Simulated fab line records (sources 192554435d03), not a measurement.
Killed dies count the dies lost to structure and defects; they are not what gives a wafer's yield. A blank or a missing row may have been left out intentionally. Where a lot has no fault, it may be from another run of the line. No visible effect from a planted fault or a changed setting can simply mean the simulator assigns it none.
fab line records | flow n5-finfet
record lots=7 wafers=21
route steps=1938 shown BEOL_M2@846 BEOL_M4@1067 BEOL_M5@1140 BEOL_M6@1194
start-h: the number of hours between the record's first day and the start of the first shown wafer of the lot | wait-h: hours since the lot's step before | " the same as in the row above | L1.1+2: several wafers, shown together as one row | - no value, or no start given | * or withheld: withheld | < > ~ a bound
route shown NAME@n: names a module that has steps shown in the file, with the first one's number in the route | usual: mean/standard deviation taken from wafers without a fault | same: alike in all rows | chamber/n: place in a boat | sites: the reading at each site | _std_site: the standard deviation of these | _edge_site: mean of outer sites minus mean of inner sites | radius-mm: how far each site lies from the wafer's centre | mask NAME#n: copy n | behind: the last tool/chamber to shape the wafer | hold: reason for holding the lot/hours on hold/outcome of the hold | device: transistor that didn't switch, given as n, p or np | end of line: the same wafers' tests at the end of the route | a step given without rows: its recipe and nothing more | killed: not the wafer's yield, but the dies lost to structure and defects at the first sort | map: dies across one wafer; x = killed, . = not, _ = none there
set.NAME: the run value of the setting; set.NAME@STEP: its run value at that earlier step | model.NAME: the simulator's own value behind a step, which no gauge read
lots run with intentionally changed settings; tables by step, rows by wafer
## steps
# step N5_BEOL_M2_COAT_62
# recipe resist=SiARC temp-c=220 time-s=60 spin-rpm=1500 resist-thk-nm=12
# columns lot.wafer tool chamber start-h wait-h set.spin-rpm model.SiARC_of_BEOL_M2_COAT_62.thk-nm
L074.4+5+6 litho-track-02 0 - - 1500 12
L075.2+4+6 litho-track-01 0 - - 1500 12
L078.2+3 litho-track-01 0 - - 1636 11.6
L078.5 " 0 " " 1500 12
L080.4+5+6 litho-track-02 0 - - 1425 12.4
L083.2+3+4 litho-track-01 0 - - 1397 12.4
L085.2+3+4 litho-track-02 0 - - 1500 12
L086.3 litho-track-01 0 - - 1500 12
L086.5+6 " 0 " " 1600 11.6
# step N5_BEOL_M2_EXPOSE_08
# recipe mask-id=M2 na=0.33 source-shape=dipole sigma-inner=0.369 sigma-outer=0.767 polarization=unpolarized dose-mj=41.25
# columns lot.wafer tool chamber start-h wait-h mask set.dose-mj
L074.4 euv-scanner-01 0 137.66 - M2#0 44.04
L074.5+6 " 0 " " M2#0 41.25
L075.2+4+6 euv-scanner-01 0 140.66 - M2#0 41.25
L078.2+3 euv-scanner-02 0 161.34 - M2#0 41.25
L078.5 " 0 " " M2#0 43.78
L080.4+6 euv-scanner-01 0 172.68 - M2#0 41.25
L080.5 " 0 " " M2#0 40.31
L083.2+3+4 euv-scanner-02 0 186.74 - M2#0 41.25
L085.2+3+4 euv-scanner-02 0 207.02 - M2#0 41.25
L086.3+5 euv-scanner-02 0 210.57 - M2#0 38.62
L086.6 " 0 " " M2#0 41.25
# step N5_BEOL_M2_PEB_09
# recipe peb-temp-c=100 peb-time-s=60 resist=CAR-EUV
# step N5_BEOL_M2_DEVELOP_10
# recipe develop-time-s=30 developer=TMAH resist=CAR-EUV rinse-liquid=surfactant-rinse dry=air-spin dev-temp-c=23
# step N5_BEOL_M2_CD_MEAS_11
# recipe target-cd-nm=16.79 landing-energy-ev=500 detector=se-inlens polarity=opening
# usual cd-nm=16.9/0.32
# columns lot.wafer tool chamber start-h wait-h set.dose-mj@BEOL_M2_EXPOSE_08 cd-nm
L074.4 cd-sem-03 0 137.77 - 44.04 18.0
L074.5 " 0 " " 41.25 16.3
L074.6 " 0 " " 41.25 16.7
L075.2 cd-sem-01 0 140.79 - 41.25 16.5
L075.4 " 0 " " 41.25 16.8
L075.6 " 0 " " 41.25 16.4
L078.2 cd-sem-01 0 161.47 - 41.25 16.9
L078.3 " 0 " " 41.25 16.5
L078.5 " 0 " " 43.78 17.7
L080.4 cd-sem-01 0 172.79 - 41.25 17.0
L080.5 " 0 " " 40.31 16.2
L080.6 " 0 " " 41.25 16.7
L083.2 cd-sem-03 0 186.86 - 41.25 17.2
L083.3 " 0 " " 41.25 17.1
L083.4 " 0 " " 41.25 17.5
L085.2 cd-sem-01 0 207.14 - 41.25 17.1
L085.3 " 0 " " 41.25 17.0
L085.4 " 0 " " 41.25 17.0
L086.3 cd-sem-02 0 210.69 - 38.62 15.4
L086.5 " 0 " " 38.62 15.7
L086.6 " 0 " " 41.25 17.1
# step N5_BEOL_M2_DESCUM_16
# recipe chemistry=O2 time-s=7 source-power-w=50 bias-power-w=20 pressure-mtorr=20 rf-frequency-hz=2.712e+07 temp-c=40 resist=CAR-EUV o2-flow-sccm=225
# columns lot.wafer tool chamber start-h wait-h set.time-s model.CAR-EUV_of_BEOL_M2_COAT_05.thk-nm
L074.4+5 rie-diel-02 3,2 138.06 0.2 8.287 25.4
L074.6 " 0 " " 7 26
L075.2 rie-diel-02 0 141.20 0.3 7 26
L075.4+6 " 3,2 " " 5.716 26.8
L078.2 rie-diel-04 2 161.97 0.4 7 26
L078.3 " 3 " " 7 25.8
L078.5 " 1 " " 7 26.2
L080.4 rie-diel-06 2 173.55 0.7 7 25.8
L080.5+6 " 0,1 " " 7 26
L083.2+3 rie-diel-04 0,2 186.99 0.0 7 26
L083.4 " 3 " " 7.612 25.6
L085.2 rie-diel-06 0 207.80 0.5 7 26.2
L085.3+4 " 2,3 " " 7 26
L086.3+5 rie-diel-06 3,0 210.91 0.1 7 26
L086.6 " 3 " " 5.799 26.8
# step N5_BEOL_M2_ETCH_74
# recipe chemistry=N2/H2 target=underlayer target-depth-a=65 mask-material=CAR-EUV time-s=5.2 ion-energy-ev=200 pressure-mtorr=30 source-w=840 bias-w=150 n2-flow-sccm=200 h2-flow-sccm=200 ends=cleared
# columns lot.wafer tool chamber start-h wait-h set.dose-mj@BEOL_M2_EXPOSE_08 model.BEOL_M2.cd-offset-nm
L074.4 rie-diel-02 3 138.09 0.0 44.04 1.4
L074.5+6 " 2,0 " " 41.25 0
L075.2+4+6 rie-diel-02 0,3,2 141.24 0.0 41.25 0
L078.2 rie-diel-04 2 162.00 0.0 41.25 0
L078.3 " 3 " " 41.25 -0.2
L078.5 " 1 " " 43.78 1
L080.4 rie-diel-06 2 173.58 0.0 41.25 0
L080.5 " 0 " " 40.31 -0.6
L080.6 " 1 " " 41.25 -0.4
L083.2+3+4 rie-diel-04 0,2,3 187.02 0.0 41.25 0.4
L085.2 rie-diel-06 0 207.83 0.0 41.25 0.2
L085.3 " 2 " " 41.25 0.4
L085.4 " 3 " " 41.25 0.6
L086.3+5 rie-diel-06 3,0 210.95 0.0 38.62 -1.2
L086.6 " 3 " " 41.25 -0.2
# step N5_BEOL_M2_ETCH_63
# recipe chemistry=CF4 target=SiARC target-depth-a=156 mask-material=CAR-EUV time-s=26 ion-energy-ev=80 pressure-mtorr=40 source-w=545 bias-w=36 Ar_flow_sccm=100 cf4-flow-sccm=100 ends=cleared
# columns lot.wafer tool chamber start-h wait-h set.spin-rpm@BEOL_M2_COAT_62 set.dose-mj@BEOL_M2_EXPOSE_08 model.BEOL_M2.cd-offset-nm model.etch.depth-nm
L074.4 rie-diel-02 3 138.11 0.0 1500 44.04 1.4 12
L074.5 " 2 " " 1500 41.25 0 11.99
L074.6 " 0 " " 1500 41.25 -0.2 12.02
L075.2 rie-diel-02 0 141.26 0.0 1500 41.25 0 12.03
L075.4 " 3 " " 1500 41.25 0.2 11.98
L075.6 " 2 " " 1500 41.25 0 11.97
L078.2 rie-diel-04 2 162.02 0.0 1636 41.25 0 11.54
L078.3 " 3 " " 1636 41.25 -0.2 11.53
L078.5 " 1 " " 1500 43.78 0.8 12.06
L080.4 rie-diel-06 2 173.60 0.0 1425 41.25 0 12.31
L080.5 " 0 " " 1425 40.31 -0.4 12.31
L080.6 " 1 " " 1425 41.25 -0.4 12.31
L083.2+4 rie-diel-04 0,3 187.04 0.0 1397 41.25 0.4 12.42
L083.3 " 2 " " 1397 41.25 0.6 12.45
L085.2+3 rie-diel-06 0,2 207.85 0.0 1500 41.25 0.4 12
L085.4 " 3 " " 1500 41.25 0.4 12.02
L086.3 rie-diel-06 3 210.97 0.0 1500 38.62 -1.2 12.03
L086.5 " 0 " " 1600 38.62 -1.2 11.63
L086.6 " 3 " " 1600 41.25 -0.2 11.63
# step N5_BEOL_M2_ETCH_64
# recipe chemistry=N2/H2 target=SOC target-depth-a=750 overetch-a=225 mask-material=SiARC temp-c=40 time-s=121.9 ion-energy-ev=200 pressure-mtorr=30 source-w=840 bias-w=150 n2-flow-sccm=200 h2-flow-sccm=200
# step N5_BEOL_M2_STRIP_65
# recipe chemistry=N2/H2 temp-c=40 n2-flow-sccm=200 h2-flow-sccm=200 rf-frequency-hz=6e+07
# step N5_BEOL_M2_STRIP_75
# recipe chemistry=N2/H2 temp-c=40 n2-flow-sccm=200 h2-flow-sccm=200 rf-frequency-hz=6e+07
# step N5_BEOL_M2_STRIP_66
# recipe chemistry=CF4 resist=SiARC power-w=300 bias-power-w=75 pressure-mtorr=50 cf4-flow-sccm=150 rf-frequency-hz=6e+07
# step N5_BEOL_M2_HM_OPEN_17
# recipe chemistry=Cl2/BCl3 target-depth-a=200 overetch-a=60 target=TiN mask-material=SOC ion-energy-ev=150 pressure-mtorr=10 icp-w=1000 bias-w=126 Cl2_flow_sccm=53.25 bcl3-flow-sccm=21.75 Ar_flow_sccm=25
# columns lot.wafer tool chamber start-h wait-h set.dose-mj@BEOL_M2_EXPOSE_08 model.BEOL_M2.cd-offset-nm
L074.4 rie-metal-03 1 138.33 0.1 44.04 1.4
L074.5 " 1 " " 41.25 0
L074.6 " 0 " " 41.25 -0.2
L075.2+6 rie-metal-03 1,0 141.46 0.0 41.25 0
L075.4 " 0 " " 41.25 0.2
L078.2 rie-metal-03 0 162.22 0.0 41.25 0.2
L078.3 " 0 " " 41.25 -0.4
L078.5 " 1 " " 43.78 1
L080.4 rie-metal-03 1 173.82 0.1 41.25 0.2
L080.5 " 1 " " 40.31 -0.4
L080.6 " 0 " " 41.25 -0.4
L083.2 rie-metal-02 1 187.24 0.0 41.25 1
L083.3 " 1 " " 41.25 1.4
L083.4 " 0 " " 41.25 0.8
L085.2 rie-metal-03 0 208.05 0.0 41.25 0.2
L085.3+4 " 1,0 " " 41.25 0.6
L086.3+5 rie-metal-03 0 211.20 0.1 38.62 -1.2
L086.6 " 1 " " 41.25 0.2
# step N5_BEOL_M2_STRIP_19
# recipe chemistry=O2 power-w=400 temp-c=40 pressure-mtorr=30 rf-frequency-hz=6e+07 bias-power-w=0 overash-fraction=0.2 o2-flow-sccm=225
# step N5_BEOL_M2_PRECLEAN_42
# recipe chemistry=residue-remover time-s=60 temp-c=40
# step N5_BEOL_M2_SRD_43
# recipe time-s=30 temp-c=23 rinse-liquid=diw dry=ipa-marangoni
# step N5_BEOL_M2_CD_MEAS_35
# recipe target-cd-nm=18 target-cd-y-nm=22.2 polarity=opening
# usual cd-nm=18.1/0.46
# columns lot.wafer tool chamber start-h wait-h set.dose-mj@BEOL_M2_EXPOSE_08 cd-nm
L074.4 cd-sem-02 - 143.94 0.0 44.04 18.8
L074.5 " - " " 41.25 17.6
L074.6 " - " " 41.25 17.6
L075.2 cd-sem-03 - 144.14 0.0 41.25 18.0
L075.4 " - " " 41.25 18.3
L075.6 " - " " 41.25 18.2
L078.2 cd-sem-02 - 171.72 0.0 41.25 17.9
L078.3 " - " " 41.25 17.7
L078.5 " - " " 43.78 18.7
L080.4 cd-sem-03 - 179.17 0.0 41.25 17.8
L080.5 " - " " 40.31 17.0
L080.6 " - " " 41.25 17.5
L083.2 cd-sem-02 - 193.06 0.0 41.25 18.7
L083.3 " - " " 41.25 19.1
L083.4 " - " " 41.25 18.8
L085.2 cd-sem-02 - 216.63 0.0 41.25 18.3
L085.3 " - " " 41.25 18.4
L085.4 " - " " 41.25 18.9
L086.3 cd-sem-03 - 222.02 0.0 38.62 16.8
L086.5 " - " " 38.62 16.3
L086.6 " - " " 41.25 18.0
# step N5_BEOL_M4_VIA_ETCH_34
# recipe chemistry=C4F6/O2 target-depth-a=694 mask-material=SOC pressure-mtorr=15 ion-energy-ev=250 taper-deg=4 time-s=65.9 source-w=350 bias-w=170 Ar_flow_sccm=300 C4F6_flow_sccm=10 O2_flow_sccm=10
# columns lot.wafer tool chamber start-h wait-h set.source-w model.etch.depth-nm
L074.4 rie-diel-06 2 171.27 0.0 350 67.58
L074.5 " 1 " " 350 67.11
L074.6 " 0 " " 350 67.54
L075.2 rie-diel-04 2 173.94 0.0 350 70.6
L075.4 " 2 " " 305.8 66.93
L075.6 " 0 " " 350 69.05
L078.2 rie-diel-06 1 199.24 0.0 293.6 62.23
L078.3 " 3 " " 293.6 63.43
L078.5 " 1 " " 350 65.99
L080.4 rie-diel-02 1 209.88 0.0 379.7 71.54
L080.5 " 0 " " 379.7 70.68
L080.6 " 3 " " 379.7 70.76
L083.2 rie-diel-02 3 216.22 0.0 297.6 63.76
L083.3 " 0 " " 297.6 62.65
L083.4 " 3 " " 350 67.83
L085.2 rie-diel-02 2 237.87 0.0 350 69.65
L085.3 " 0 " " 350 67.47
L085.4 " 1 " " 350 68.4
L086.3 rie-diel-04 3 249.18 0.0 292 66.48
L086.5 " 1 " " 350 70.29
L086.6 " 0 " " 292 63.44
# step N5_BEOL_M5_COAT_66
# recipe resist=SiARC temp-c=220 time-s=60 spin-rpm=1500 resist-thk-nm=12
# columns lot.wafer tool chamber start-h wait-h set.spin-rpm model.SiARC_of_BEOL_M5_COAT_66.thk-nm
L074.4 litho-track-01 0 - - 1500 12
L074.5+6 " 0 " " 1648 11.4
L075.2+6 litho-track-01 0 - - 1365 12.6
L075.4 " 0 " " 1500 12
L078.2 litho-track-04 0 - - 1567 11.8
L078.3+5 " 0 " " 1500 12
L080.4+6 litho-track-01 0 - - 1500 12
L080.5 " 0 " " 1429 12.2
L083.2 litho-track-05 0 - - 1500 12
L083.3+4 " 0 " " 1366 12.6
L085.2+3+4 litho-track-04 0 - - 1500 12
L086.3+5+6 litho-track-04 0 - - 1500 12
# step N5_BEOL_M5_COAT_22
# recipe resist=CAR-EUV spin-rpm=1500 resist-thk-nm=30
# columns lot.wafer tool chamber start-h wait-h set.spin-rpm model.CAR-EUV_of_BEOL_M5_COAT_22.thk-nm
L074.4+6 litho-track-01 0 - - 1500 30
L074.5 " 0 " " 1572 29.2
L075.2 litho-track-01 0 - - 1403 31
L075.4+6 " 0 " " 1500 30
L078.2+3 litho-track-04 0 - - 1500 30
L078.5 " 0 " " 1627 28.8
L080.4 litho-track-01 0 - - 1597 29
L080.5+6 " 0 " " 1500 30
L083.2+3+4 litho-track-05 0 - - 1500 30
L085.2+3+4 litho-track-04 0 - - 1500 30
L086.3+6 litho-track-04 0 - - 1500 30
L086.5 " 0 " " 1500 29.8
# step N5_BEOL_M5_EBR_24
# recipe solvent=PGMEA ebr-width-mm=1.5
# step N5_BEOL_M5_SOFTBAKE_23
# recipe temp-c=110 time-s=60 resist=CAR-EUV
# step N5_BEOL_M5_DESCUM_33
# recipe chemistry=O2 time-s=7 source-power-w=50 bias-power-w=20 pressure-mtorr=20 rf-frequency-hz=2.712e+07 temp-c=40 resist=CAR-EUV o2-flow-sccm=225
# step N5_BEOL_M5_ETCH_75
# recipe chemistry=N2/H2 target=underlayer target-depth-a=65 mask-material=CAR-EUV time-s=5.2 ion-energy-ev=200 pressure-mtorr=30 source-w=840 bias-w=150 n2-flow-sccm=200 h2-flow-sccm=200 ends=cleared
# columns lot.wafer tool chamber start-h wait-h set.spin-rpm@BEOL_M5_COAT_22 model.CAR-EUV_of_BEOL_M5_COAT_22.thk-nm
L074.4+6 rie-diel-05 1 181.10 0.0 1500 20.4
L074.5 " 0 " " 1572 19.4
L075.2 rie-diel-03 3 184.93 0.0 1403 21.4
L075.4+6 " 2,3 " " 1500 20.2
L078.2+3 rie-diel-01 1,2 210.42 0.0 1500 20.4
L078.5 " 3 " " 1627 19.2
L080.4 rie-diel-01 3 221.86 0.0 1597 19.2
L080.5 " 3 " " 1500 20.2
L080.6 " 0 " " 1500 20.4
L083.2 rie-diel-05 3 229.11 0.0 1500 20.4
L083.3+4 " 0 " " 1500 20.2
L085.2+4 rie-diel-03 1,2 248.90 0.0 1500 20.4
L085.3 " 0 " " 1500 20.6
L086.3 rie-diel-05 1 257.34 0.0 1500 20.2
L086.5+6 " 3,2 " " 1500 20.4
# step N5_BEOL_M5_ETCH_67
# recipe chemistry=CF4 target=SiARC target-depth-a=156 mask-material=CAR-EUV time-s=26 ion-energy-ev=80 pressure-mtorr=40 source-w=545 bias-w=36 Ar_flow_sccm=100 cf4-flow-sccm=100 ends=cleared
# columns lot.wafer tool chamber start-h wait-h set.spin-rpm@BEOL_M5_COAT_66 set.spin-rpm@BEOL_M5_COAT_22 model.CAR-EUV_of_BEOL_M5_COAT_22.thk-nm model.etch.depth-nm
L074.4 rie-diel-05 1 181.12 0.0 1500 1500 11.2 11.96
L074.5 " 0 " " 1648 1572 10.6 11.41
L074.6 " 1 " " 1648 1500 11.6 11.44
L075.2 rie-diel-03 3 184.95 0.0 1365 1403 11.6 12.56
L075.4 " 2 " " 1500 1500 11 12
L075.6 " 3 " " 1365 1500 10.6 12.58
L078.2 rie-diel-01 1 210.44 0.0 1567 1500 11.4 11.82
L078.3 " 2 " " 1500 1500 11.2 12.09
L078.5 " 3 " " 1500 1627 9.8 12.07
L080.4 rie-diel-01 3 221.87 0.0 1500 1597 10 12
L080.5 " 3 " " 1429 1500 10.8 12.26
L080.6 " 0 " " 1500 1500 11.2 12.02
L083.2 rie-diel-05 3 229.12 0.0 1500 1500 11.2 12.06
L083.3+4 " 0 " " 1366 1500 10.4 12.58
L085.2 rie-diel-03 1 248.91 0.0 1500 1500 11.2 12.09
L085.3 " 0 " " 1500 1500 11.2 12.1
L085.4 " 2 " " 1500 1500 11 12.07
L086.3 rie-diel-05 1 257.35 0.0 1500 1500 11.2 11.98
L086.5 " 3 " " 1500 1500 11.2 11.96
L086.6 " 2 " " 1500 1500 11.2 11.99
# step N5_BEOL_M6_ILD_DEP_00
# recipe material=SiCOH_lowk target-thk-a=1797.5 temp-c=300 precursor=DEMS/porogen pressure-torr=5 rf-w=500 time-s=33.4
# columns lot.wafer tool chamber start-h wait-h set.time-s model.SiCOH_lowk_of_BEOL_M6_ILD_DEP_00.thk-nm
L074.4 pecvd-01 2 188.57 0.1 33.4 177.8
L074.5 " 1 " " 33.4 180.8
L074.6 " 0 " " 33.4 178.2
L075.2 pecvd-02 0 192.69 0.0 33.4 175.4
L075.4 " 1 " " 37.46 200.8
L075.6 " 2 " " 37.46 201.2
L078.2 pecvd-03 1 217.84 0.0 33.4 176.2
L078.3 " 1 " " 33.4 179
L078.5 " 1 " " 33.4 183.6
L080.4 pecvd-03 0 230.53 0.1 33.4 183.8
L080.5 " 1 " " 36.72 201
L080.6 " 0 " " 33.4 184.8
L083.2 pecvd-02 1 238.29 0.0 36.3 192.2
L083.3 " 1 " " 33.4 179.6
L083.4 " 2 " " 36.3 194.8
L085.2 pecvd-02 2 256.44 0.0 33.4 180
L085.3 " 2 " " 33.4 185
L085.4 " 1 " " 33.4 183.8
L086.3 pecvd-01 0 264.84 0.0 33.4 178
L086.5 " 0 " " 33.4 183.6
L086.6 " 1 " " 33.4 181.2
# step N5_BEOL_M6_CURE_74
# recipe temp-c=385 time-s=240 ambient=He/Ar material=SiCOH_lowk
# columns lot.wafer tool chamber start-h wait-h set.time-s@BEOL_M6_ILD_DEP_00 model.SiCOH_lowk_of_BEOL_M6_ILD_DEP_00.thk-nm
L074.4 uv-cure-03 2 188.85 0.3 33.4 153.2
L074.5 " 2 " " 33.4 155.8
L074.6 " 2 " " 33.4 153.6
L075.2 uv-cure-03 1 192.84 0.1 33.4 151.2
L075.4 " 1 " " 37.46 173.4
L075.6 " 1 " " 37.46 173.8
L078.2 uv-cure-03 0 218.01 0.1 33.4 151.8
L078.3 " 0 " " 33.4 154.2
L078.5 " 0 " " 33.4 158.4
L080.4 uv-cure-03 2 230.84 0.3 33.4 158.4
L080.5 " 2 " " 36.72 173.6
L080.6 " 2 " " 33.4 159.4
L083.2 uv-cure-02 2 238.46 0.1 36.3 165.8
L083.3 " 2 " " 33.4 154.8
L083.4 " 2 " " 36.3 168.2
L085.2 uv-cure-02 2 256.60 0.1 33.4 155.2
L085.3 " 2 " " 33.4 159.6
L085.4 " 2 " " 33.4 158.6
L086.3 uv-cure-02 0 265.07 0.2 33.4 153.6
L086.5 " 0 " " 33.4 158.2
L086.6 " 0 " " 33.4 156.4
# step N5_BEOL_M6_THK_MEAS_01
# recipe reads=SiCOH_lowk_of_BEOL_M6_ILD_DEP_00
# usual M6_ILD_THK=154.8/2.1
# columns lot.wafer tool chamber start-h wait-h set.time-s@BEOL_M6_ILD_DEP_00 M6_ILD_THK[nm]
L074.4 film-metro-02 - 189.12 0.2 33.4 153.2
L074.5 " - " " 33.4 155.9
L074.6 " - " " 33.4 153.8
L075.2 film-metro-01 - 193.27 0.4 33.4 151.2
L075.4 " - " " 37.46 173.5
L075.6 " - " " 37.46 173.7
L078.2 film-metro-02 - 218.44 0.4 33.4 151.9
L078.3 " - " " 33.4 154.2
L078.5 " - " " 33.4 158.3
L080.4 film-metro-02 - 231.11 0.2 33.4 158.5
L080.5 " - " " 36.72 173.7
L080.6 " - " " 33.4 159.4
L083.2 film-metro-01 - 238.89 0.4 36.3 165.8
L083.3 " - " " 33.4 154.8
L083.4 " - " " 36.3 168.3
L085.2 film-metro-02 - 257.04 0.4 33.4 155.2
L085.3 " - " " 33.4 159.5
L085.4 " - " " 33.4 158.5
L086.3 film-metro-01 - 265.42 0.3 33.4 153.5
L086.5 " - " " 33.4 158.2
L086.6 " - " " 33.4 156.4
## key
split step=N5_BEOL_M2_COAT_62 setting=spin-rpm stated=1500 by=wafer
response step=N5_BEOL_M2_COAT_62 reading=model.SiARC_of_BEOL_M2_COAT_62.thk-nm change=-0.0497 per=1% r=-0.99
response step=N5_BEOL_M2_ETCH_63 reading=model.etch.depth-nm change=-0.0582 per=1% r=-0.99
split step=N5_BEOL_M2_EXPOSE_08 setting=dose-mj stated=41.25 by=wafer
response step=N5_BEOL_M2_CD_MEAS_11 reading=cd-nm change=+0.216 per=1% r=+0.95
response step=N5_BEOL_M2_ETCH_74 reading=model.BEOL_M2.cd-offset-nm change=+0.182 per=1% r=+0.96
response step=N5_BEOL_M2_ETCH_63 reading=model.BEOL_M2.cd-offset-nm change=+0.174 per=1% r=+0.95
response step=N5_BEOL_M2_HM_OPEN_17 reading=model.BEOL_M2.cd-offset-nm change=+0.205 per=1% r=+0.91
response step=N5_BEOL_M2_CD_MEAS_35 reading=cd-nm change=+0.191 per=1% r=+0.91
split step=N5_BEOL_M2_DESCUM_16 setting=time-s stated=7 by=wafer
response step=N5_BEOL_M2_DESCUM_16 reading=model.CAR-EUV_of_BEOL_M2_COAT_05.thk-nm change=-0.0411 per=1% r=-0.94
split step=N5_BEOL_M4_VIA_ETCH_34 setting=source-w stated=350 by=wafer
response step=N5_BEOL_M4_VIA_ETCH_34 reading=model.etch.depth-nm change=+0.267 per=1% r=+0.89
split step=N5_BEOL_M5_COAT_66 setting=spin-rpm stated=1500 by=wafer
response step=N5_BEOL_M5_COAT_66 reading=model.SiARC_of_BEOL_M5_COAT_66.thk-nm change=-0.0616 per=1% r=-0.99
response step=N5_BEOL_M5_ETCH_67 reading=model.etch.depth-nm change=-0.0581 per=1% r=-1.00
response step=N5_BEOL_M5_ETCH_67 reading=model.CAR-EUV_of_BEOL_M5_COAT_22.thk-nm slope=+0.0561 per=1% together-with=spin-rpm@BEOL_M5_COAT_22 explained=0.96
split step=N5_BEOL_M5_COAT_22 setting=spin-rpm stated=1500 by=wafer
response step=N5_BEOL_M5_COAT_22 reading=model.CAR-EUV_of_BEOL_M5_COAT_22.thk-nm change=-0.151 per=1% r=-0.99
response step=N5_BEOL_M5_ETCH_75 reading=model.CAR-EUV_of_BEOL_M5_COAT_22.thk-nm change=-0.167 per=1% r=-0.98
response step=N5_BEOL_M5_ETCH_67 reading=model.CAR-EUV_of_BEOL_M5_COAT_22.thk-nm change=-0.158 per=1% r=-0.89
split step=N5_BEOL_M6_ILD_DEP_00 setting=time-s stated=33.4 by=wafer
response step=N5_BEOL_M6_ILD_DEP_00 reading=model.SiCOH_lowk_of_BEOL_M6_ILD_DEP_00.thk-nm change=+1.86 per=1% r=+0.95
response step=N5_BEOL_M6_CURE_74 reading=model.SiCOH_lowk_of_BEOL_M6_ILD_DEP_00.thk-nm change=+1.63 per=1% r=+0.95
response step=N5_BEOL_M6_THK_MEAS_01 reading=M6_ILD_THK change=+1.63 per=1% r=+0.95
